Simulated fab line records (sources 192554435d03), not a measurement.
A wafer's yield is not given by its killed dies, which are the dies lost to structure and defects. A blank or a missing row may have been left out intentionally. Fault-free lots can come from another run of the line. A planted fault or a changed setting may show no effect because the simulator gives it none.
Matching of chambers + flow n5_finfet + 4 sister chambers for N5_BEOL_M10_ALD_74 on ald_metal-02
The step deposits TaN, target thk 2 nm, pulse time 2 s, purge time 3 s. 8 wafers are shown with their chamber, then 10 later ones without.

== WAFERS PAIRED WITH THEIR CHAMBERS ==
| wafer  | chamber | heater_power_w (W) | precursor_vessel_temp_c (C) |
|--------|---------|--------------------|-----------------------------|
| L076.2 | 3       | 455                | 75.21                       |
| L078.1 | 3       | 460                | 75.14                       |
| L090.2 | 2       | 493                | 74.96                       |
| L090.6 | 2       | 480                | 74.87                       |
| L087.4 | 1       | 432                | 74.99                       |
| L087.5 | 0       | 366                | 75.07                       |
| L089.1 | 1       | 428                | 74.83                       |
| L089.3 | 0       | 367                | 74.81                       |

== WAFERS WITH NO CHAMBER GIVEN ==
| wafer  | heater_power_w (W) | precursor_vessel_temp_c (C) |
|--------|--------------------|-----------------------------|
| L089.5 | 355                | 74.81                       |
| L093.2 | 477                | 75.04                       |
| L093.4 | 365                | 75.04                       |
| L093.5 | 359                | 74.87                       |
| L094.2 | 495                | 74.99                       |
| L094.4 | 433                | 75.13                       |
| L094.6 | 483                | 74.85                       |
| L096.2 | 481                | 75.06                       |
| L096.4 | 366                | 75.03                       |
| L096.6 | 431                | 75.02                       |

== WHICH CHAMBER EACH ONE RAN IN ==
| wafer  | from the rows above     | in truth |
|--------|-------------------------|----------|
| L089.5 | 0                       | 0        |
| L093.2 | can't be placed: 2 or 3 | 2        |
| L093.4 | 0                       | 0        |
| L093.5 | 0                       | 0        |
| L094.2 | 2                       | 2        |
| L094.4 | 1                       | 1        |
| L094.6 | 2                       | 2        |
| L096.2 | 2                       | 2        |
| L096.4 | 0                       | 0        |
| L096.6 | 1                       | 1        |
Correct placement for 9 of the 10. Can't be placed from these rows: 1 (the true chamber is among the candidates in 1). Placed wrongly: 0.
How it was worked out, from the rows above alone: a wafer's distance from a chamber is the root of the sum, over the readings, of the square of ((its reading less the chamber's mean) divided by the reading's scatter). If the next closest chamber is less than 2 further off than the closest, the wafer can't be placed; otherwise it belongs to the closest. The mean given for a chamber averages the wafers shown for that chamber. The scatter: the root of (the sum of the squares of (reading less its chamber's mean) over the shown wafers, divided by (wafers less chambers)).
